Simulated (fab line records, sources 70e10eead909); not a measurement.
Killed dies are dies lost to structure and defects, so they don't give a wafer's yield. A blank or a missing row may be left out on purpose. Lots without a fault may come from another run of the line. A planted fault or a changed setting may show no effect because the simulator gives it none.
Chamber matching | flow nand_harc | NHARC_A_SLIT_ETCH_24 on rie_diel-02: 4 sister chambers
The step etches the open film in CF4/CHF3, target depth 121 nm, time 60.5 s. 14 wafers are shown with their chamber, then 7 later ones without.

WAFERS WITH THEIR CHAMBER
wafer  | chamber | rf_vpp_V (V) | oes_product_au (a.u.) | throttle_valve_pct (%)
L081.2 | 1       | 371.7        | 0.942                 | 16.803
L081.3 | 0       | 372.9        | 0.978                 | 16.800
L081.6 | 2       | 373.2        | 0.977                 | 16.807
L083.1 | 0       | 370.3        | 0.975                 | 16.811
L083.2 | 3       | 370.3        | 0.985                 | 16.808
L083.6 | 1       | 373.4        | 0.952                 | 16.800
L087.1 | 2       | 373.0        | 0.951                 | 16.790
L087.4 | 0       | 371.0        | 0.986                 | 16.804
L087.6 | 1       | 374.0        | 0.962                 | 16.810
L088.2 | 1       | 373.8        | 0.959                 | 16.800
L088.3 | 3       | 369.4        | 0.954                 | 16.808
L088.6 | 0       | 370.0        | 0.974                 | 16.806
L085.1 | 2       | 371.0        | 0.967                 | 16.807
L085.2 | 3       | 368.4        | 0.973                 | 16.813

SIGNATURES (means of the wafers above)
reading            | chamber 0 | chamber 1 | chamber 2 | chamber 3 | scatter within a chamber
rf_vpp_V           | 371.050   | 373.225   | 372.400   | 369.367   | 1.15
oes_product_au     | 0.97825   | 0.95375   | 0.96500   | 0.97067   | 0.0108
throttle_valve_pct | 16.80525  | 16.80325  | 16.80133  | 16.80967  | 0.00582
Rule: a wafer's distance from a chamber is the root of the sum, over the readings, of the square of ((its reading less the chamber's mean) divided by the reading's scatter). The wafer belongs to the nearest chamber; if the next one is less than 2 further off, it can't be placed. The scatter: the root of (the sum of the squares of (reading less its chamber's mean) over the shown wafers, divided by (wafers less chambers)).

WAFERS WITHOUT THEIR CHAMBER
wafer  | rf_vpp_V (V) | oes_product_au (a.u.) | throttle_valve_pct (%)
L085.3 | 370.5        | 0.988                 | 16.802
L093.2 | 371.8        | 0.975                 | 16.785
L093.3 | 369.9        | 0.970                 | 16.809
L093.4 | 373.2        | 0.964                 | 16.801
L094.1 | 371.8        | 0.973                 | 16.796
L094.2 | 373.7        | 0.959                 | 16.812
L094.5 | 369.2        | 0.974                 | 16.811

WHICH CHAMBER EACH WENT THROUGH
wafer  | from the rows above               | in truth
L085.3 | can't be placed: 0 or 3 or 2      | 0
L093.2 | can't be placed: 2 or 0 or 1 or 3 | 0
L093.3 | can't be placed: 3 or 0           | 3
L093.4 | can't be placed: 2 or 1 or 0      | 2
L094.1 | can't be placed: 2 or 0 or 1 or 3 | 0
L094.2 | can't be placed: 1 or 2 or 0      | 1
L094.5 | can't be placed: 3 or 0           | 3
Placed correctly: 0 of 7. Can't be placed from these rows: 7 (the true chamber is among the candidates in 7). Placed wrongly: 0.
